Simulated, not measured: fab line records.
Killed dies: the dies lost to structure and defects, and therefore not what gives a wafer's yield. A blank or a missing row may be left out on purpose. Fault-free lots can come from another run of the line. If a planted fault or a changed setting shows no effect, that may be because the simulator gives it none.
fab line records	flow nand_harc
record: lots: 24	wafers: 72	last_day: 25
route steps=1159 shown A_CONTACT@869
lots that met no fault: from a run of the same line without faults
start_h: hours from the record's first day to the start of the lot's first wafer shown	wait_h: hours from the lot's prior step to this one	" unchanged from the row above	L1.1+2: a single row standing in for several wafers	- no value, or no start given	* or withheld: withheld	< > ~ a bound
route shown NAME@n: names a module that has steps shown in the file, with the first one's number in the route	usual: mean and standard deviation over wafers with no fault	same: alike in all rows	chamber/n: place in a boat	sites: per-site readings	_std_site: their standard deviation	_edge_site: the outer-site mean with the inner-site mean subtracted	radius_mm: for every site, how far away it sits from the centre of the wafer	mask NAME#n: copy n	behind: the last tool/chamber to shape the wafer	hold: cause of the lot's hold/its duration in hours/its outcome	device: names the non-switching transistor (n, p or np)	end of line: tests run on the same wafers once the route is complete	a step with no rows: only its recipe	killed: the dies lost at the first sort to structure and to defects; this is not the yield of the wafer	map: per-die view of a wafer (x killed, . not killed, _ where there is no die)
set.NAME: the setting the step ran with; set.NAME@STEP: the setting that earlier step ran with	model.NAME: the simulator's own value behind a step, which no gauge read
the route's steps for a sample of lots (tables are steps, rows are wafers)
services: a tool's chamber out of use, with start hour (start_h, from the record's first day; less than 0 if before it), hours out, and reason
== steps ==
step: NHARC_A_CONTACT_ETCH_118
recipe: source_w: withheld	pressure_mtorr: 20	bias_v: 3000	time_s: 94	target_depth_a: 9220	ar_flow_sccm: withheld	c4f8_flow_sccm: withheld	o2_flow_sccm: withheld	chemistry: C4F8/O2/Ar
usual: chamber_pressure_mTorr: 19.999/0.02
same: time_s: 94
lot.wafer	tool	chamber	start_h	wait_h	chamber_pressure_mTorr	rf_hours_counter_h
L075.2	har_cap_etch-02	0	368.95	0.1	20.029	8
L075.4	"	1	"	"	19.985	-
L075.5	"	1	"	"	19.981	-
L074.4	har_cap_etch-03	1	369.69	0.1	20.000	-
L074.3	"	0	"	"	19.999	-
L074.5	"	1	"	"	19.987	-
L076.2	har_cap_etch-01	1	371.67	0.1	19.998	58
L076.3	"	1	"	"	20.024	-
L076.6	"	0	"	"	19.997	-
L077.1	har_cap_etch-03	1	382.05	0.1	20.021	88
L077.4	"	1	"	"	20.020	-
L077.5	"	1	"	"	20.001	-
L079.1	har_cap_etch-01	1	387.47	0.1	20.019	61
L079.4	"	1	"	"	20.042	-
L079.5	"	0	"	"	20.016	-
L078.1	har_cap_etch-03	0	392.16	0.1	19.990	90
L078.3	"	1	"	"	20.026	-
L078.4	"	0	"	"	19.999	-
L080.2	har_cap_etch-03	0	397.57	0.1	19.991	91
L080.5	"	1	"	"	20.007	-
L080.6	"	0	"	"	20.019	-
L081.2	har_cap_etch-03	1	408.64	0.1	19.978	94
L081.4	"	1	"	"	19.982	-
L081.6	"	0	"	"	19.992	-
L082.1	har_cap_etch-03	1	422.36	0.1	19.962	95
L082.2	"	0	"	"	20.012	95
L082.6	"	1	"	"	20.000	-
L084.1	har_cap_etch-01	0	425.70	0.1	19.992	66
L084.4	"	1	"	"	19.992	-
L084.3	"	0	"	"	19.978	-
L083.4	har_cap_etch-03	1	428.33	0.1	20.012	-
L083.3	"	0	"	"	19.991	-
L083.5	"	1	"	"	19.995	-
L088.1	har_cap_etch-02	1	436.25	0.1	19.998	18
L088.3	"	1	"	"	19.970	-
L088.6	"	1	"	"	20.104	-
L087.2	har_cap_etch-01	1	436.45	0.1	19.971	69
L087.4	"	1	"	"	19.999	-
L087.5	"	0	"	"	20.014	-
L086.2	har_cap_etch-01	0	441.28	0.1	19.988	70
L086.3	"	1	"	"	19.985	-
L086.5	"	0	"	"	19.985	-
L089.3	har_cap_etch-02	1	450.58	0.1	19.999	-
L089.6	"	1	"	"	19.995	-
L089.5	"	0	"	"	20.045	-
L085.2	har_cap_etch-03	0	450.79	0.1	20.000	101
L085.1	"	1	"	"	19.972	101
L085.3	"	1	"	"	20.032	-
L091.3	har_cap_etch-02	0	461.06	0.1	20.005	-
L091.4	"	1	"	"	20.038	-
L091.5	"	0	"	"	20.012	-
L090.1	har_cap_etch-01	1	462.70	0.1	19.956	75
L090.4	"	0	"	"	20.017	-
L090.5	"	0	"	"	20.013	-
L093.1	har_cap_etch-01	0	475.15	0.1	20.019	78
L093.3	"	1	"	"	19.979	-
L093.5	"	1	"	"	20.018	-
L092.3	har_cap_etch-03	1	476.26	0.1	20.000	-
L092.5	"	0	"	"	20.021	-
L092.6	"	1	"	"	19.967	-
L094.1	har_cap_etch-02	0	489.95	0.1	19.992	26
L094.3	"	0	"	"	20.025	-
L094.6	"	1	"	"	19.968	-
L097.2	har_cap_etch-03	0	504.70	0.1	20.005	109
L097.1	"	1	"	"	19.977	109
L097.6	"	0	"	"	19.988	-
L095.1	har_cap_etch-02	1	519.51	0.1	20.001	30
L095.3	"	0	"	"	19.982	-
L095.5	"	0	"	"	20.001	-
L096.2	har_cap_etch-02	0	523.66	0.1	19.986	32
L096.4	"	1	"	"	20.014	-
L096.5	"	0	"	"	19.997	-
step: NHARC_A_CONTACT_DEP_57
recipe: target_thk_a: 28000	temp_c: 400	material: aC
usual: throttle_valve_pct: 35.000/0.0096
lot.wafer	tool	chamber	start_h	wait_h	throttle_valve_pct
L075.2	acl_dep-02	0	374.04	-	35.001
L075.4	"	0	"	"	35.001
L075.5	"	0	"	"	35.008
L074.3	acl_dep-01	0	374.06	-	35.011
L074.4	"	0	"	"	34.997
L074.5	"	0	"	"	34.996
L076.2	acl_dep-03	0	375.37	-	35.020
L076.3	"	0	"	"	35.002
L076.6	"	0	"	"	35.010
L077.1	acl_dep-03	0	384.38	-	35.014
L077.4	"	0	"	"	35.012
L077.5	"	0	"	"	34.993
L079.1	acl_dep-03	0	391.25	-	35.011
L079.4	"	0	"	"	34.989
L079.5	"	0	"	"	35.001
L078.1	acl_dep-02	0	394.96	-	34.997
L078.3	"	0	"	"	35.006
L078.4	"	0	"	"	35.007
L080.2	acl_dep-02	0	401.40	-	34.999
L080.5	"	0	"	"	35.005
L080.6	"	0	"	"	34.996
L081.2	acl_dep-02	0	412.02	-	35.017
L081.4	"	0	"	"	35.003
L081.6	"	0	"	"	34.996
L082.1	acl_dep-01	0	425.17	-	34.996
L082.2	"	0	"	"	34.991
L082.6	"	0	426.59	-	34.989
L084.1	acl_dep-02	0	428.96	-	35.000
L084.3	"	0	"	"	34.989
L084.4	"	0	"	"	34.998
L083.3	acl_dep-03	0	431.12	-	35.009
L083.4	"	0	"	"	35.001
L083.5	"	0	"	"	35.008
L088.1	acl_dep-01	0	438.82	-	34.980
L088.3	"	0	"	"	34.995
L088.6	"	0	"	"	35.008
L087.2	acl_dep-02	0	439.14	-	34.991
L087.4	"	0	"	"	34.996
L087.5	"	0	"	"	35.000
L086.2	acl_dep-02	0	443.77	-	35.006
L086.3	"	0	"	"	34.980
L086.5	"	0	"	"	34.997
L085.1	acl_dep-03	0	453.47	-	35.002
L085.2	"	0	"	"	34.993
L085.3	"	0	"	"	35.002
L089.3	acl_dep-02	0	453.82	-	35.013
L089.5	"	0	"	"	34.987
L089.6	"	0	"	"	35.007
L091.3	acl_dep-01	0	463.91	-	34.996
L091.4	"	0	"	"	34.992
L091.5	"	0	"	"	34.998
L090.1	acl_dep-03	0	466.73	-	35.005
L090.4	"	0	"	"	34.992
L090.5	"	0	"	"	34.974
L093.1	acl_dep-03	0	481.13	-	35.012
L093.3	"	0	"	"	35.001
L093.5	"	0	"	"	34.990
L092.3	acl_dep-02	0	481.98	-	35.007
L092.5	"	0	"	"	34.988
L092.6	"	0	"	"	35.007
L094.1	acl_dep-01	0	492.29	-	34.989
L094.3	"	0	"	"	35.016
L094.6	"	0	"	"	34.978
L097.1	acl_dep-01	0	508.18	-	34.996
L097.2	"	0	"	"	34.998
L097.6	"	0	509.61	-	34.997
L095.1	acl_dep-03	0	523.72	-	35.005
L095.3	"	0	"	"	35.003
L095.5	"	0	"	"	34.999
L096.2	acl_dep-02	0	529.73	-	34.990
L096.4	"	0	"	"	34.998
L096.5	"	0	"	"	35.014
step: NHARC_A_CONTACT_ETCH_77
recipe: target_depth_a: 726	time_s: 36.3	cf4_flow_sccm: 100	chf3_flow_sccm: 30	ar_flow_sccm: 0	rf_w: 500	bias_w: 200	chemistry: CF4/CHF3
usual: chamber_pressure_mTorr: 24.998/0.024	drypump_motor_current_A: 5.8/0.35	oes_product_au: 0.934/0.018	rf_vpp_V: 370.5/2.7	showerhead_plenum_p_Torr: 1.57/0.075	throttle_valve_pct: 16.802/0.0083
same: time_s: 36.3
lot.wafer	tool	chamber	start_h	wait_h	chamber_pressure_mTorr	drypump_motor_current_A	oes_product_au	rf_hours_counter_h	rf_vpp_V	showerhead_plenum_p_Torr	throttle_valve_pct
L074.3	rie_diel-08	2	-	-	25.039	4.9	0.935	13	373.5	1.66	16.794
L074.4	"	0	"	"	25.007	6.3	0.963	11	368.5	1.52	16.806
L074.5	"	2	"	"	24.968	4.9	0.937	-	374.1	1.66	16.796
L076.2	rie_diel-08	1	-	-	25.015	6.1	0.909	15	369.5	1.54	16.805
L076.3	"	3	"	"	25.006	6.2	0.938	8	368.4	1.50	16.793
L076.6	"	1	"	"	25.006	6.1	0.906	-	369.0	1.54	16.797
L075.4	rie_diel-04	3	-	-	25.028	6.0	0.921	31	372.4	1.62	16.805
L075.2	"	0	"	"	24.980	5.7	0.917	30	373.1	1.61	16.794
L075.5	"	1	"	"	24.994	5.5	0.913	-	370.1	1.55	16.796
L077.4	rie_diel-04	0	-	-	24.992	5.7	0.929	33	372.1	1.61	16.813
L077.1	"	2	"	"	24.971	5.6	0.993	24	374.6	1.68	16.791
L077.5	"	3	"	"	25.029	6.0	0.918	-	373.7	1.62	16.810
L079.4	rie_diel-06	2	-	-	24.996	5.7	0.957	57	367.2	1.48	16.810
L079.1	"	3	"	"	24.969	5.7	0.942	55	372.2	1.61	16.809
L079.5	"	2	"	"	25.009	5.7	0.951	-	369.0	1.48	16.802
L078.3	rie_diel-04	2	-	-	25.052	5.6	0.937	28	374.6	1.68	16.797
L078.4	"	3	"	"	24.970	6.0	0.920	39	373.6	1.61	16.808
L078.1	"	1	"	"	25.014	5.5	0.923	35	370.0	1.54	16.791
L080.2	rie_diel-04	1	-	-	24.992	5.5	0.925	39	370.4	1.54	16.803
L080.5	"	0	"	"	24.994	5.7	0.925	-	370.5	1.61	16.795
L080.6	"	1	"	"	24.977	5.5	0.928	-	368.1	1.54	16.817
L081.2	rie_diel-06	0	-	-	24.996	5.6	0.931	60	367.5	1.46	16.800
L081.4	"	1	"	"	25.018	6.2	0.919	62	367.3	1.48	16.800
L081.6	"	1	"	"	25.067	6.2	0.916	-	367.5	1.48	16.804
L082.2	rie_diel-04	2	-	-	25.001	5.6	0.932	39	372.2	1.67	16.806
L082.1	"	0	"	"	25.020	5.7	0.923	48	371.4	1.60	16.798
L082.6	"	0	"	"	25.022	5.7	0.928	-	371.5	1.60	16.791
L084.1	rie_diel-06	2	-	-	25.008	5.7	0.960	1	366.9	1.48	16.802
L084.4	"	0	"	"	24.994	5.6	0.983	1	374.7	1.70	16.800
L084.3	"	1	"	"	25.019	6.2	0.954	1	366.6	1.48	16.789
L083.4	rie_diel-06	3	-	-	24.971	5.8	0.930	1	372.4	1.61	16.801
L083.3	"	1	"	"	24.966	6.2	0.922	1	367.0	1.48	16.800
L083.5	"	2	"	"	24.990	5.7	0.909	-	366.7	1.47	16.798
L088.3	rie_diel-06	2	-	-	24.975	5.7	0.920	6	366.9	1.47	16.795
L088.1	"	3	"	"	24.993	5.8	0.939	6	372.3	1.61	16.792
L088.6	"	3	"	"	24.990	5.7	0.934	-	372.1	1.61	16.793
L087.2	rie_diel-06	3	-	-	24.995	5.7	0.939	6	371.5	1.61	16.820
L087.4	"	1	"	"	24.995	6.2	0.918	6	367.6	1.47	16.778
L087.5	"	3	"	"	25.002	5.8	0.933	-	371.9	1.61	16.798
L086.2	rie_diel-08	1	-	-	24.998	6.2	0.899	27	368.4	1.53	16.797
L086.3	"	0	"	"	24.995	6.3	0.934	23	369.6	1.52	16.813
L086.5	"	2	"	"	24.980	4.9	0.923	-	375.0	1.66	16.821
L089.3	rie_diel-04	0	-	-	25.015	5.7	0.920	60	370.7	1.60	16.805
L089.6	"	0	"	"	24.977	5.7	0.925	-	369.7	1.60	16.809
L089.5	"	1	"	"	25.040	5.5	0.913	-	370.8	1.54	16.799
L085.3	rie_diel-06	2	-	-	24.994	5.7	0.920	14	368.6	1.47	16.797
L085.2	"	3	"	"	24.954	5.8	0.927	14	371.9	1.61	16.796
L085.1	"	0	"	"	24.973	5.6	0.936	13	375.1	1.70	16.798
L091.4	rie_diel-08	3	-	-	25.028	6.2	0.934	24	368.4	1.50	16.805
L091.3	"	1	"	"	25.020	6.1	0.907	32	369.3	1.53	16.803
L091.5	"	3	"	"	25.016	6.2	0.923	-	368.7	1.50	16.800
L090.4	rie_diel-06	3	-	-	24.971	5.8	0.971	18	369.9	1.61	16.801
L090.1	"	1	"	"	25.029	6.2	0.965	18	367.9	1.47	16.794
L090.5	"	3	"	"	24.994	5.7	0.956	-	372.1	1.61	16.809
L093.1	rie_diel-06	1	-	-	24.981	6.2	0.924	24	365.8	1.47	16.808
L093.3	"	2	"	"	25.015	5.7	0.923	24	367.1	1.47	16.810
L093.5	"	0	"	"	25.005	5.6	0.942	-	374.8	1.69	16.813
L092.3	rie_diel-04	2	-	-	24.993	5.6	0.955	2	375.2	1.67	16.799
L092.5	"	1	"	"	24.929	5.5	0.950	-	370.1	1.54	16.793
L092.6	"	2	"	"	25.042	5.6	0.948	-	372.4	1.67	16.804
L094.1	rie_diel-04	0	-	-	25.006	5.7	0.942	4	371.7	1.60	16.798
L094.3	"	2	"	"	24.980	5.6	0.956	5	374.0	1.67	16.797
L094.6	"	0	"	"	24.957	5.7	0.950	-	372.0	1.60	16.793
L097.1	rie_diel-08	2	-	-	24.974	4.9	0.936	2	373.5	1.66	16.806
L097.2	"	3	"	"	24.956	6.2	0.928	3	367.5	1.50	16.811
L097.6	"	3	"	"	25.010	6.2	0.923	-	367.1	1.50	16.816
L095.3	rie_diel-04	3	-	-	24.995	6.0	0.944	18	370.7	1.61	16.810
L095.1	"	1	"	"	25.000	5.5	0.953	16	369.7	1.53	16.795
L095.5	"	2	"	"	25.051	5.6	0.949	-	373.8	1.66	16.800
L096.2	rie_diel-08	0	-	-	24.973	6.3	0.932	9	369.1	1.51	16.804
L096.4	"	1	"	"	24.999	6.1	0.922	7	369.8	1.53	16.789
L096.5	"	2	"	"	25.027	4.9	0.923	-	373.6	1.65	16.801
step: NHARC_A_CONTACT_ETCH_128
recipe: source_w: withheld	pressure_mtorr: 20	bias_v: 1200	time_s: 155	target_depth_a: 9560	ar_flow_sccm: withheld	c4f8_flow_sccm: withheld	o2_flow_sccm: withheld	chemistry: C4F8/O2/Ar
usual: chamber_pressure_mTorr: 20.004/0.02
same: time_s: 155
lot.wafer	tool	chamber	start_h	wait_h	chamber_pressure_mTorr	rf_hours_counter_h
L074.3	har_cap_etch-03	1	377.89	0.1	20.000	-
L074.4	"	0	"	"	20.016	-
L074.5	"	1	"	"	19.995	-
L076.2	har_cap_etch-01	1	379.48	0.1	20.004	59
L076.3	"	0	"	"	20.016	-
L076.6	"	0	"	"	20.014	-
L075.2	har_cap_etch-02	1	379.84	0.1	20.017	10
L075.4	"	0	"	"	19.973	-
L075.5	"	1	"	"	19.979	-
L077.1	har_cap_etch-02	1	389.19	0.1	20.009	12
L077.4	"	0	"	"	20.006	-
L077.5	"	1	"	"	19.988	-
L079.1	har_cap_etch-02	0	395.67	0.1	19.983	13
L079.4	"	1	"	"	20.027	-
L079.5	"	0	"	"	20.003	-
L078.1	har_cap_etch-01	0	399.38	0.1	19.999	63
L078.3	"	0	"	"	19.986	-
L078.4	"	1	"	"	19.989	-
L080.2	har_cap_etch-03	0	405.61	0.1	20.004	92
L080.5	"	1	"	"	19.977	-
L080.6	"	0	"	"	19.990	-
L081.2	har_cap_etch-01	1	417.46	0.1	20.011	65
L081.4	"	0	"	"	20.009	-
L081.6	"	1	"	"	20.003	-
L082.1	har_cap_etch-02	1	429.65	0.1	20.039	17
L082.2	"	0	"	"	19.978	17
L082.6	"	0	"	"	20.010	-
L084.1	har_cap_etch-01	1	433.51	0.1	20.006	67
L084.4	"	0	"	"	20.000	-
L084.3	"	1	"	"	20.002	-
L083.3	har_cap_etch-03	0	434.99	0.1	19.984	-
L083.4	"	1	"	"	19.984	-
L083.5	"	1	"	"	20.031	-
L088.1	har_cap_etch-02	1	443.68	0.1	19.985	20
L088.3	"	1	"	"	20.001	-
L088.6	"	1	"	"	19.993	-
L087.2	har_cap_etch-03	1	444.02	0.1	20.006	100
L087.4	"	0	"	"	19.996	-
L087.5	"	0	"	"	20.001	-
L086.2	har_cap_etch-01	0	448.01	0.1	19.972	71
L086.3	"	1	"	"	20.038	-
L086.5	"	0	"	"	19.991	-
L089.3	har_cap_etch-03	1	457.93	0.2	19.985	-
L089.5	"	1	"	"	20.045	-
L089.6	"	0	"	"	19.996	-
L085.1	har_cap_etch-01	0	458.14	0.1	19.979	74
L085.2	"	1	"	"	19.973	74
L085.3	"	0	"	"	20.001	-
L091.3	har_cap_etch-01	0	467.63	0.1	19.981	-
L091.4	"	1	"	"	20.001	-
L091.5	"	1	"	"	20.008	-
L090.1	har_cap_etch-03	0	471.29	0.2	20.026	104
L090.4	"	0	"	"	20.004	-
L090.5	"	0	"	"	20.013	-
L093.1	har_cap_etch-01	1	485.71	0.1	20.006	79
L093.3	"	1	"	"	20.012	-
L093.5	"	0	"	"	20.025	-
L092.3	har_cap_etch-03	1	485.99	0.1	19.997	-
L092.6	"	1	"	"	20.025	-
L092.5	"	0	"	"	20.013	-
L094.1	har_cap_etch-02	1	496.73	0.1	19.995	28
L094.3	"	1	"	"	20.008	-
L094.6	"	0	"	"	20.007	-
L097.2	har_cap_etch-02	1	512.81	0.1	20.026	29
L097.1	"	0	"	"	19.950	29
L097.6	"	1	"	"	20.039	-
L095.1	har_cap_etch-03	1	528.28	0.1	20.002	113
L095.3	"	0	"	"	20.006	-
L095.5	"	0	"	"	20.014	-
L096.2	har_cap_etch-02	0	533.81	0.1	19.999	34
L096.4	"	0	"	"	19.988	-
L096.5	"	1	"	"	20.006	-
step: NHARC_A_CONTACT_ETCH_132
recipe: source_w: withheld	pressure_mtorr: 20	bias_v: 1200	time_s: 156	target_depth_a: 9580	ar_flow_sccm: withheld	c4f8_flow_sccm: withheld	o2_flow_sccm: withheld	chemistry: C4F8/O2/Ar
usual: chamber_pressure_mTorr: 19.998/0.019
same: time_s: 156
lot.wafer	tool	chamber	start_h	wait_h	chamber_pressure_mTorr	rf_hours_counter_h
L074.3	har_cap_etch-03	1	378.45	0.1	19.973	-
L074.4	"	0	"	"	20.000	-
L074.5	"	1	"	"	19.997	-
L076.2	har_cap_etch-01	1	380.05	0.1	19.990	59
L076.3	"	0	"	"	20.012	-
L076.6	"	0	"	"	20.008	-
L075.2	har_cap_etch-02	1	380.41	0.1	19.986	10
L075.4	"	0	"	"	19.986	-
L075.5	"	1	"	"	20.019	-
L077.1	har_cap_etch-02	1	389.76	0.1	20.033	12
L077.4	"	0	"	"	19.975	-
L077.5	"	1	"	"	20.009	-
L079.1	har_cap_etch-02	0	396.24	0.1	20.004	14
L079.4	"	1	"	"	20.045	-
L079.5	"	0	"	"	19.978	-
L078.1	har_cap_etch-01	0	399.95	0.1	20.007	63
L078.3	"	0	"	"	19.975	-
L078.4	"	1	"	"	19.986	-
L080.2	har_cap_etch-03	0	406.18	0.1	20.021	93
L080.5	"	1	"	"	19.986	-
L080.6	"	0	"	"	19.957	-
L081.2	har_cap_etch-01	1	418.02	0.1	20.006	65
L081.4	"	0	"	"	19.987	-
L081.6	"	1	"	"	20.020	-
L082.1	har_cap_etch-02	1	430.21	0.1	19.985	17
L082.2	"	0	"	"	19.987	17
L082.6	"	0	"	"	19.971	-
L084.1	har_cap_etch-01	1	434.08	0.1	20.007	68
L084.4	"	0	"	"	19.981	-
L084.3	"	1	"	"	19.982	-
L083.3	har_cap_etch-03	0	435.56	0.1	19.997	-
L083.4	"	1	"	"	20.013	-
L083.5	"	1	"	"	20.022	-
L088.1	har_cap_etch-02	1	444.25	0.1	20.011	20
L088.3	"	1	"	"	20.011	-
L088.6	"	1	"	"	19.988	-
L087.2	har_cap_etch-03	1	444.59	0.1	20.015	100
L087.4	"	0	"	"	20.006	-
L087.5	"	0	"	"	19.971	-
L086.2	har_cap_etch-01	0	448.57	0.1	19.989	71
L086.3	"	1	"	"	19.980	-
L086.5	"	0	"	"	20.007	-
L089.3	har_cap_etch-03	1	458.69	0.2	20.009	-
L089.5	"	1	"	"	19.993	-
L089.6	"	0	"	"	19.985	-
L085.1	har_cap_etch-01	0	458.70	0.1	20.036	74
L085.2	"	1	"	"	19.954	74
L085.3	"	0	"	"	20.011	-
L091.3	har_cap_etch-01	0	468.20	0.1	20.003	-
L091.4	"	1	"	"	20.007	-
L091.5	"	1	"	"	19.970	-
L090.1	har_cap_etch-03	0	472.05	0.2	19.985	105
L090.4	"	0	"	"	19.988	-
L090.5	"	0	"	"	20.004	-
L093.1	har_cap_etch-01	1	486.28	0.1	20.012	79
L093.3	"	1	"	"	19.955	-
L093.5	"	0	"	"	20.014	-
L092.3	har_cap_etch-03	1	486.56	0.1	20.005	-
L092.6	"	1	"	"	20.005	-
L092.5	"	0	"	"	20.007	-
L094.1	har_cap_etch-02	1	497.29	0.1	20.000	28
L094.3	"	1	"	"	19.974	-
L094.6	"	0	"	"	19.976	-
L097.2	har_cap_etch-02	1	513.37	0.1	19.976	29
L097.1	"	0	"	"	20.050	29
L097.6	"	1	"	"	20.002	-
L095.1	har_cap_etch-03	1	528.84	0.1	19.968	113
L095.3	"	0	"	"	20.025	-
L095.5	"	0	"	"	19.993	-
L096.2	har_cap_etch-02	0	534.38	0.1	19.991	34
L096.4	"	0	"	"	19.996	-
L096.5	"	1	"	"	20.012	-
step: NHARC_A_CONTACT_CD_MEAS_08
recipe: target_cd_nm: 100	landing_energy_ev: 500
usual: cd_nm: 100.4/0.5
lot.wafer	tool	chamber	start_h	wait_h	cd_nm
L074.3	cd_sem-02	0	382.40	-	100.7
L074.4	"	0	"	"	99.7
L074.5	"	0	"	"	100.0
L076.2	cd_sem-01	0	383.77	-	100.9
L076.3	"	0	"	"	101.2
L076.6	"	0	"	"	101.0
L075.2	cd_sem-03	0	385.13	-	100.6
L075.4	"	0	"	"	100.8
L075.5	"	0	"	"	100.3
L077.1	cd_sem-03	0	393.65	-	100.3
L077.4	"	0	"	"	99.8
L077.5	"	0	"	"	99.5
L079.1	cd_sem-03	0	400.06	-	100.3
L079.4	"	0	"	"	100.4
L079.5	"	0	"	"	99.9
L078.1	cd_sem-01	0	405.44	-	100.5
L078.3	"	0	"	"	100.9
L078.4	"	0	"	"	101.0
L080.2	cd_sem-03	0	410.27	-	100.7
L080.5	"	0	"	"	100.8
L080.6	"	0	"	"	101.1
L081.2	cd_sem-02	0	421.92	-	101.2
L081.4	"	0	"	"	101.0
L081.6	"	0	"	"	100.4
L082.1	cd_sem-02	0	436.17	-	100.9
L082.2	"	0	"	"	101.3
L082.6	"	0	"	"	100.6
L084.1	cd_sem-02	0	438.27	-	99.5
L084.3	"	0	"	"	100.4
L084.4	"	0	"	"	99.7
L083.3	cd_sem-02	0	439.71	-	99.8
L083.4	"	0	"	"	100.8
L083.5	"	0	"	"	100.2
L088.1	cd_sem-03	0	448.76	-	100.4
L088.3	"	0	"	"	101.6
L088.6	"	0	"	"	100.3
L087.2	cd_sem-03	0	449.49	-	100.7
L087.4	"	0	"	"	100.9
L087.5	"	0	"	"	100.3
L086.2	cd_sem-03	0	453.98	-	100.4
L086.3	"	0	"	"	99.7
L086.5	"	0	"	"	100.0
L085.1	cd_sem-03	0	462.86	-	100.5
L085.2	"	0	"	"	99.9
L085.3	"	0	"	"	100.2
L089.3	cd_sem-01	0	463.40	-	100.9
L089.5	"	0	"	"	99.9
L089.6	"	0	"	"	100.2
L091.3	cd_sem-02	0	472.25	-	99.5
L091.4	"	0	"	"	98.9
L091.5	"	0	"	"	99.8
L090.1	cd_sem-02	0	476.37	-	101.2
L090.4	"	0	"	"	101.8
L090.5	"	0	"	"	100.6
L093.1	cd_sem-02	0	493.10	-	100.4
L093.3	"	0	"	"	100.5
L093.5	"	0	"	"	100.4
L092.3	cd_sem-01	0	493.31	-	100.2
L092.5	"	0	"	"	100.0
L092.6	"	0	"	"	101.4
L094.1	cd_sem-02	0	501.21	-	99.8
L094.3	"	0	"	"	100.6
L094.6	"	0	"	"	100.5
L097.1	cd_sem-03	0	518.37	-	100.1
L097.2	"	0	"	"	100.1
L097.6	"	0	"	"	100.2
L095.1	cd_sem-01	0	534.88	-	100.9
L095.3	"	0	"	"	100.2
L095.5	"	0	"	"	100.4
L096.2	cd_sem-02	0	539.75	-	99.9
L096.4	"	0	"	"	100.1
L096.5	"	0	"	"	101.0
== services ==
tool	chamber	start_h	hours	kind
rie_diel-08	0	346.69	9.6	repair
rie_diel-04	0	347.03	-	clean
rie_diel-04	1	347.03	-	clean
rie_diel-04	2	347.03	-	clean
rie_diel-04	3	347.03	-	clean
rie_diel-06	0	349.97	-	clean
rie_diel-06	1	349.97	-	clean
rie_diel-06	2	349.97	-	clean
rie_diel-06	3	349.97	-	clean
acl_dep-02	-	350.88	13.0	pm
rie_diel-08	2	384.74	5.2	repair
acl_dep-03	-	405.59	13.0	pm
har_cap_etch-02	-	407.79	0.4	repair
rie_diel-04	3	419.08	20.6	repair
rie_diel-06	-	419.80	9.0	pm
acl_dep-03	-	437.56	2.2	repair
rie_diel-04	-	466.31	9.0	pm
rie_diel-06	1	467.15	1.4	repair
acl_dep-01	-	475.61	13.0	pm
rie_diel-08	-	478.86	9.0	pm
rie_diel-06	1	498.91	4.0	repair
rie_diel-08	-	504.61	0.9	repair
rie_diel-08	1	510.47	3.5	repair
acl_dep-02	-	533.36	13.0	pm
== key ==
fault none
